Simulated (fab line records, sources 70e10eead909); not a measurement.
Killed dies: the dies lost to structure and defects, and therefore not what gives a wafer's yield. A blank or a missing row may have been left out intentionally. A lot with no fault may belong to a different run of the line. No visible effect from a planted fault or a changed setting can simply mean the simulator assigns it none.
What tool caused it? / flow nandHarc / Sampling: 12 lots, 36 wafers, 5 of 1302 route steps

## WHAT EACH GAUGE READ, for each wafer
NHARC_A_CONTACT_OVL_MEAS_09. Usual: overlayXNm -0.1 nm, standard deviation 0.93; overlayYNm 0.2 nm, standard deviation 0.73.
lot=L676; measured=day 22 04:05; on=overlay-02; overlayXNm (nm)=0.4 -0.2 -0.1; overlayYNm (nm)=-0.6 -0.4 -0.1; flag=
lot=L677; measured=day 22 20:43; on=overlay-01; overlayXNm (nm)=-1.5 -1.3 -1.0; overlayYNm (nm)=-0.8 -0.3 -0.1; flag=
lot=L679; measured=day 23 21:59; on=overlay-02; overlayXNm (nm)=-0.5 0.0 -0.6; overlayYNm (nm)=-0.4 0.1 -0.1; flag=
lot=L680; measured=day 24 14:52; on=overlay-01; overlayXNm (nm)=-0.1 0.0 -0.5; overlayYNm (nm)=0.2 0.2 0.6; flag=
lot=L684; measured=day 26 02:40; on=overlay-01; overlayXNm (nm)=1.2 0.7 1.5; overlayYNm (nm)=-0.3 -0.3 -0.3; flag=
lot=L685; measured=day 26 09:41; on=overlay-02; overlayXNm (nm)=0.8 1.1 1.0; overlayYNm (nm)=-0.2 0.3 0.4; flag=
lot=L687; measured=day 27 01:19; on=overlay-01; overlayXNm (nm)=-0.1 -0.3 0.3; overlayYNm (nm)=-1.2 -0.7 -0.6; flag=
lot=L690; measured=day 28 17:40; on=overlay-01; overlayXNm (nm)=-0.7 -0.7 -0.2; overlayYNm (nm)=-0.6 -0.8 -0.7; flag=
lot=L692; measured=day 29 03:25; on=overlay-02; overlayXNm (nm)=0.1 0.5 1.1; overlayYNm (nm)=0.6 0.3 1.1; flag=
lot=L695; measured=day 30 01:03; on=overlay-01; overlayXNm (nm)=-0.2 -1.1 -0.9; overlayYNm (nm)=1.7 2.4 1.8; flag=
lot=L697; measured=day 31 06:55; on=overlay-01; overlayXNm (nm)=-0.2 0.1 -0.3; overlayYNm (nm)=-0.6 0.0 0.0; flag=
lot=L698; measured=day 31 22:53; on=overlay-02; overlayXNm (nm)=-2.0 -2.6 -1.9; overlayYNm (nm)=-0.7 -0.5 -0.8; flag=

NHARC_END_SORT_01. Usual: killedAtArray 62, standard deviation 15; killedAtOther 0.8, standard deviation 1; killedAtPeriphery 3.7, standard deviation 2.6; killedDies 66, standard deviation 15; killedOpen 3.1, standard deviation 1.8; killedShort 2.6, standard deviation 1.7.
lot=L685; measured=day 28 12:23; on=prober-02; killedAtArray=67 49 51; killedAtOther=0 1 0; killedAtPeriphery=3 6 7; killedDies=70 56 58; killedOpen=3 2 2; killedShort=2 2 5; flag=
lot=L690; measured=day 30 19:26; on=prober-01; killedAtArray=36 59 43; killedAtOther=3 4 3; killedAtPeriphery=1 1 3; killedDies=40 64 49; killedOpen=0 0 4; killedShort=1 3 3; flag=
lot=L695; measured=day 32 03:32; on=prober-01; killedAtArray=56 81 87; killedAtOther=3 2 0; killedAtPeriphery=3 4 6; killedDies=62 87 93; killedOpen=2 6 2; killedShort=0 4 6; flag=

## WHICH TOOL RAN EACH LOT (tool, then ch and the chambers of the sampled wafers, then the start)
lot=L676; NHARC_A_CONTACT_ETCH_97=rieDiel-05 ch 0,3, day 22 03:00 or earlier; NHARC_A_CONTACT_SOFTBAKE_03=lithoTrack-06 ch 0, day 22 03:00; NHARC_A_CONTACT_ETCH_89=rieDiel-05 ch 0,2,3, no start
lot=L677; NHARC_A_CONTACT_ETCH_97=rieDiel-01 ch 0,1,3, day 22 20:00 or earlier; NHARC_A_CONTACT_SOFTBAKE_03=lithoTrack-06 ch 0, day 22 20:00; NHARC_A_CONTACT_ETCH_89=rieDiel-01 ch 1,2,3, no start
lot=L679; NHARC_A_CONTACT_ETCH_97=rieDiel-05 ch 0,1,2, day 23 21:00 or earlier; NHARC_A_CONTACT_SOFTBAKE_03=lithoTrack-01 ch 0, day 23 21:00; NHARC_A_CONTACT_ETCH_89=rieDiel-01 ch 1,3, no start
lot=L680; NHARC_A_CONTACT_ETCH_97=rieDiel-05 ch 2,3, day 24 14:00 or earlier; NHARC_A_CONTACT_SOFTBAKE_03=lithoTrack-06 ch 0, day 24 14:00; NHARC_A_CONTACT_ETCH_89=rieDiel-01 ch 0,1,3, no start
lot=L684; NHARC_A_CONTACT_ETCH_97=rieDiel-01 ch 0,2, day 26 02:00 or earlier; NHARC_A_CONTACT_SOFTBAKE_03=lithoTrack-01 ch 0, day 26 02:00; NHARC_A_CONTACT_ETCH_89=rieDiel-11 ch 1,2, no start
lot=L685; NHARC_A_CONTACT_ETCH_97=rieDiel-05 ch 0,1, day 26 09:00 or earlier; NHARC_A_CONTACT_SOFTBAKE_03=lithoTrack-06 ch 0, day 26 09:00; NHARC_A_CONTACT_ETCH_89=rieDiel-11 ch 1,2,3, day 28 12:23 or earlier
lot=L687; NHARC_A_CONTACT_ETCH_97=rieDiel-11 ch 1,2,3, day 26 20:37; NHARC_A_CONTACT_SOFTBAKE_03=lithoTrack-01 ch 0, day 27 00:00; NHARC_A_CONTACT_ETCH_89=rieDiel-05 ch 2,3, no start
lot=L690; NHARC_A_CONTACT_ETCH_97=rieDiel-01 ch 1,2, day 28 17:00 or earlier; NHARC_A_CONTACT_SOFTBAKE_03=lithoTrack-06 ch 0, day 28 17:00; NHARC_A_CONTACT_ETCH_89=rieDiel-11 ch 1,2, day 30 19:26 or earlier
lot=L692; NHARC_A_CONTACT_ETCH_97=rieDiel-05 ch 0,2,3, day 29 02:00 or earlier; NHARC_A_CONTACT_SOFTBAKE_03=lithoTrack-06 ch 0, day 29 02:00; NHARC_A_CONTACT_ETCH_89=rieDiel-01 ch 0,1,3, no start
lot=L695; NHARC_A_CONTACT_ETCH_97=rieDiel-01 ch 1,2, day 30 00:00 or earlier; NHARC_A_CONTACT_SOFTBAKE_03=lithoTrack-01 ch 0, day 30 00:00; NHARC_A_CONTACT_ETCH_89=rieDiel-01 ch 0,1,3, day 32 03:32 or earlier
lot=L697; NHARC_A_CONTACT_ETCH_97=rieDiel-01 ch 0,1,3, day 31 02:14; NHARC_A_CONTACT_SOFTBAKE_03=lithoTrack-01 ch 0, day 31 06:00; NHARC_A_CONTACT_ETCH_89=rieDiel-01 ch 0,3, no start
lot=L698; NHARC_A_CONTACT_ETCH_97=rieDiel-01 ch 0,3, day 31 14:35; NHARC_A_CONTACT_SOFTBAKE_03=lithoTrack-01 ch 0, day 31 22:00; NHARC_A_CONTACT_ETCH_89=rieDiel-11 ch 0,1, no start
- NHARC_A_CONTACT_ETCH_97: etches the open film in C4F6/O2, target depth 20 nm, time 10 s.
- NHARC_A_CONTACT_SOFTBAKE_03: time 55 s.
- NHARC_A_CONTACT_ETCH_89: etches the open film in N2/H2, target depth 260 nm, time 475.3 s.

## WHAT THE TOOLS THEMSELVES READ (means of the sampled wafers that have a number; where no wafer has one, the mark that the record gives instead)
NHARC_A_CONTACT_ETCH_97. Usual: drypumpMotorCurrentA 5.7 A, standard deviation 0.58; oesProductAu 0.960 a.u., standard deviation 0.02; rfVppV 546 V, standard deviation 4.2; showerheadPlenumPTorr 3.88 Torr, standard deviation 0.2; throttleValvePct 26.903 %, standard deviation 0.0091.
lot=L676; tool=rieDiel-05; drypumpMotorCurrentA (A)=6.1; oesProductAu (a.u.)=0.944; rfVppV (V)=542; showerheadPlenumPTorr (Torr)=3.70; throttleValvePct (%)=26.903; flag=
lot=L677; tool=rieDiel-01; drypumpMotorCurrentA (A)=5.8; oesProductAu (a.u.)=0.954; rfVppV (V)=547; showerheadPlenumPTorr (Torr)=3.90; throttleValvePct (%)=26.900; flag=
lot=L679; tool=rieDiel-05; drypumpMotorCurrentA (A)=6.1; oesProductAu (a.u.)=0.953; rfVppV (V)=543; showerheadPlenumPTorr (Torr)=3.79; throttleValvePct (%)=26.907; flag=
lot=L680; tool=rieDiel-05; drypumpMotorCurrentA (A)=6.1; oesProductAu (a.u.)=0.938; rfVppV (V)=545; showerheadPlenumPTorr (Torr)=3.87; throttleValvePct (%)=26.902; flag=
lot=L684; tool=rieDiel-01; drypumpMotorCurrentA (A)=5.3; oesProductAu (a.u.)=0.949; rfVppV (V)=547; showerheadPlenumPTorr (Torr)=3.87; throttleValvePct (%)=26.910; flag=
lot=L685; tool=rieDiel-05; drypumpMotorCurrentA (A)=6.3; oesProductAu (a.u.)=1.001; rfVppV (V)=542; showerheadPlenumPTorr (Torr)=3.69; throttleValvePct (%)=26.902; flag=
lot=L687; tool=rieDiel-11; drypumpMotorCurrentA (A)=5.6; oesProductAu (a.u.)=1.008; rfVppV (V)=550; showerheadPlenumPTorr (Torr)=4.05; throttleValvePct (%)=26.906; flag=
lot=L690; tool=rieDiel-01; drypumpMotorCurrentA (A)=5.0; oesProductAu (a.u.)=0.950; rfVppV (V)=551; showerheadPlenumPTorr (Torr)=4.11; throttleValvePct (%)=26.900; flag=
lot=L692; tool=rieDiel-05; drypumpMotorCurrentA (A)=6.2; oesProductAu (a.u.)=0.946; rfVppV (V)=543; showerheadPlenumPTorr (Torr)=3.76; throttleValvePct (%)=26.908; flag=
lot=L695; tool=rieDiel-01; drypumpMotorCurrentA (A)=5.0; oesProductAu (a.u.)=0.968; rfVppV (V)=551; showerheadPlenumPTorr (Torr)=4.10; throttleValvePct (%)=26.885; flag=
lot=L697; tool=rieDiel-01; drypumpMotorCurrentA (A)=5.8; oesProductAu (a.u.)=0.961; rfVppV (V)=545; showerheadPlenumPTorr (Torr)=3.88; throttleValvePct (%)=26.892; flag=
lot=L698; tool=rieDiel-01; drypumpMotorCurrentA (A)=6.2; oesProductAu (a.u.)=0.967; rfVppV (V)=542; showerheadPlenumPTorr (Torr)=3.73; throttleValvePct (%)=26.903; flag=

NHARC_A_CONTACT_SOFTBAKE_03. Usual: heaterPowerTotalW 188.46 W, standard deviation 0.14.
lot=L676; tool=lithoTrack-06; heaterPowerTotalW (W)=188.53; flag=
lot=L677; tool=lithoTrack-06; heaterPowerTotalW (W)=188.30; flag=
lot=L679; tool=lithoTrack-01; heaterPowerTotalW (W)=188.48; flag=
lot=L680; tool=lithoTrack-06; heaterPowerTotalW (W)=188.45; flag=
lot=L684; tool=lithoTrack-01; heaterPowerTotalW (W)=208.41; flag=OFF
lot=L685; tool=lithoTrack-06; heaterPowerTotalW (W)=188.40; flag=
lot=L687; tool=lithoTrack-01; heaterPowerTotalW (W)=208.39; flag=OFF
lot=L690; tool=lithoTrack-06; heaterPowerTotalW (W)=188.41; flag=
lot=L692; tool=lithoTrack-06; heaterPowerTotalW (W)=188.45; flag=
lot=L695; tool=lithoTrack-01; heaterPowerTotalW (W)=188.60; flag=
lot=L697; tool=lithoTrack-01; heaterPowerTotalW (W)=188.59; flag=
lot=L698; tool=lithoTrack-01; heaterPowerTotalW (W)=188.40; flag=

NHARC_A_CONTACT_ETCH_89. Usual: drypumpMotorCurrentA 5.7 A, standard deviation 0.55; h2FlowSccm 150.0 sccm, standard deviation 0.45; oesProductAu 1.005 a.u., standard deviation 0.01; rfVppV 430 V, standard deviation 3.2; showerheadPlenumPTorr 2.02 Torr, standard deviation 0.12; throttleValvePct 14.170 %, standard deviation 0.0092.
lot=L676; tool=rieDiel-05; drypumpMotorCurrentA (A)=6.2; h2FlowSccm (sccm)=149.5; oesProductAu (a.u.)=1.005; rfVppV (V)=429; showerheadPlenumPTorr (Torr)=1.96; throttleValvePct (%)=14.167; flag=
lot=L677; tool=rieDiel-01; drypumpMotorCurrentA (A)=5.4; h2FlowSccm (sccm)=150.0; oesProductAu (a.u.)=1.012; rfVppV (V)=430; showerheadPlenumPTorr (Torr)=2.07; throttleValvePct (%)=14.161; flag=
lot=L679; tool=rieDiel-01; drypumpMotorCurrentA (A)=5.4; h2FlowSccm (sccm)=149.9; oesProductAu (a.u.)=0.995; rfVppV (V)=433; showerheadPlenumPTorr (Torr)=2.12; throttleValvePct (%)=14.174; flag=
lot=L680; tool=rieDiel-01; drypumpMotorCurrentA (A)=5.8; h2FlowSccm (sccm)=149.8; oesProductAu (a.u.)=0.996; rfVppV (V)=430; showerheadPlenumPTorr (Torr)=2.02; throttleValvePct (%)=14.165; flag=
lot=L684; tool=rieDiel-11; drypumpMotorCurrentA (A)=5.6; h2FlowSccm (sccm)=150.4; oesProductAu (a.u.)=0.997; rfVppV (V)=427; showerheadPlenumPTorr (Torr)=1.90; throttleValvePct (%)=14.172; flag=
lot=L685; tool=rieDiel-11; drypumpMotorCurrentA (A)=5.6; h2FlowSccm (sccm)=150.0; oesProductAu (a.u.)=1.000; rfVppV (V)=430; showerheadPlenumPTorr (Torr)=2.00; throttleValvePct (%)=14.163; flag=
lot=L687; tool=rieDiel-05; drypumpMotorCurrentA (A)=5.9; h2FlowSccm (sccm)=150.1; oesProductAu (a.u.)=1.007; rfVppV (V)=427; showerheadPlenumPTorr (Torr)=1.95; throttleValvePct (%)=14.165; flag=
lot=L690; tool=rieDiel-11; drypumpMotorCurrentA (A)=5.7; h2FlowSccm (sccm)=150.0; oesProductAu (a.u.)=0.994; rfVppV (V)=430; showerheadPlenumPTorr (Torr)=2.03; throttleValvePct (%)=14.172; flag=
lot=L692; tool=rieDiel-01; drypumpMotorCurrentA (A)=5.7; h2FlowSccm (sccm)=150.4; oesProductAu (a.u.)=1.010; rfVppV (V)=429; showerheadPlenumPTorr (Torr)=2.02; throttleValvePct (%)=14.170; flag=
lot=L695; tool=rieDiel-01; drypumpMotorCurrentA (A)=5.7; h2FlowSccm (sccm)=150.0; oesProductAu (a.u.)=1.005; rfVppV (V)=429; showerheadPlenumPTorr (Torr)=2.02; throttleValvePct (%)=14.171; flag=
lot=L697; tool=rieDiel-01; drypumpMotorCurrentA (A)=6.1; h2FlowSccm (sccm)=150.2; oesProductAu (a.u.)=1.008; rfVppV (V)=428; showerheadPlenumPTorr (Torr)=1.92; throttleValvePct (%)=14.185; flag=
lot=L698; tool=rieDiel-11; drypumpMotorCurrentA (A)=5.9; h2FlowSccm (sccm)=150.1; oesProductAu (a.u.)=0.998; rfVppV (V)=428; showerheadPlenumPTorr (Torr)=1.95; throttleValvePct (%)=14.165; flag=

## THE ANSWER, worked out from the rows above alone
Rule: a lot counts as off when the mean over its wafers that have a number is more than 3 standard deviations away from the usual mean. Also off: a lot with no number at a reading for which 4 or more lots have one. Any other lot the step has rows for is counted as sound. The gauges are gone through in route order, then the tools' own readings, and for those a lot's mean is taken as printed above. At the first step where some lot is off, the reading lying furthest off is the one used; lots without a number count as furthest.
Off, at NHARC_A_CONTACT_SOFTBAKE_03 on heaterPowerTotalW: L684, L687.
A tool fits if, at that step or a process step before it, it ran every lot that is off, and no sound lot after the first of them. Because NHARC_A_CONTACT_ETCH_97 lacks a start for some lots, the hours and order of its lots are taken from NHARC_A_CONTACT_SOFTBAKE_03. Of those tried, none fits.

## WHAT THE SIMULATOR HAD INSERTED
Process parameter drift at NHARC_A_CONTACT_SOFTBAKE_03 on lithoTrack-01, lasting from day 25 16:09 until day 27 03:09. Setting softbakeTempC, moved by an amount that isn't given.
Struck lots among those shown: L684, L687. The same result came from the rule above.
